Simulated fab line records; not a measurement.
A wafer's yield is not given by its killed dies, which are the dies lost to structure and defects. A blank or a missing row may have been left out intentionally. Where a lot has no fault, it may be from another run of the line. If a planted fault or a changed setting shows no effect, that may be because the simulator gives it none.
Chamber matching ; flow n5-finfet ; N5_FIN_SAQP_ETCH_57 on rie-diel-02 has 4 sister chambers
The step etches SiNx in CH3F/O2, target depth 32.5 nm, time 46.4 s. 14 wafers are shown with their chamber, then 7 later ones without.

EACH WAFER AND ITS CHAMBER
wafer;chamber;showerhead-plenum-p-Torr (Torr);drypump-motor-current-A (A);throttle-valve-pct (%)
L076.2;2;2.02;5.0;16.35
L076.3;1;1.97;6.7;16.52
L076.6;1;1.97;6.7;16.50
L077.3;1;1.96;6.7;16.52
L077.4;2;2.02;4.9;16.37
L077.6;1;1.96;6.7;16.51
L081.4;1;1.96;6.7;16.52
L081.5;1;1.96;6.6;16.53
L081.6;0;1.90;5.0;16.60
L083.1;0;1.90;5.0;16.61
L083.2;2;2.02;4.9;16.39
L083.4;3;2.13;5.9;15.99
L085.2;2;2.02;4.9;16.39
L085.3;0;1.90;5.0;16.62

SIGNATURES, as means of the wafers listed above
reading;chamber 0;chamber 1;chamber 2;chamber 3;scatter within a chamber
showerhead-plenum-p-Torr;1.9000;1.9633;2.0200;2.1300;0.00365
drypump-motor-current-A;5.000;6.683;4.925;5.900;0.0398
throttle-valve-pct;16.6100;16.5167;16.3750;15.9900;0.0135
Rule: a wafer's distance from a chamber is the root of the sum, over the readings, of the square of ((its reading less the chamber's mean) divided by the reading's scatter). If the next closest chamber is less than 2 further off than the closest, the wafer can't be placed; otherwise it belongs to the closest. The scatter: take each reading less its chamber's mean, square it, sum over the shown wafers, divide by the number of wafers less the number of chambers, and take the root.

WAFERS WITH NO CHAMBER GIVEN
wafer;showerhead-plenum-p-Torr (Torr);drypump-motor-current-A (A);throttle-valve-pct (%)
L085.4;1.90;5.0;16.62
L089.3;2.01;4.9;16.40
L089.5;2.01;4.9;16.43
L089.6;2.13;5.9;16.00
L095.1;2.01;5.0;16.45
L095.2;1.95;6.7;16.07
L095.4;2.12;5.9;16.04

WHICH CHAMBER EACH WENT THROUGH
wafer;from the rows above;in truth
L085.4;0;0
L089.3;2;2
L089.5;2;2
L089.6;3;3
L095.1;2;2
L095.2;1;1
L095.4;3;3
Correct placement for 7 of the 7. Number that these rows cannot place: 0. 0 placed wrongly.
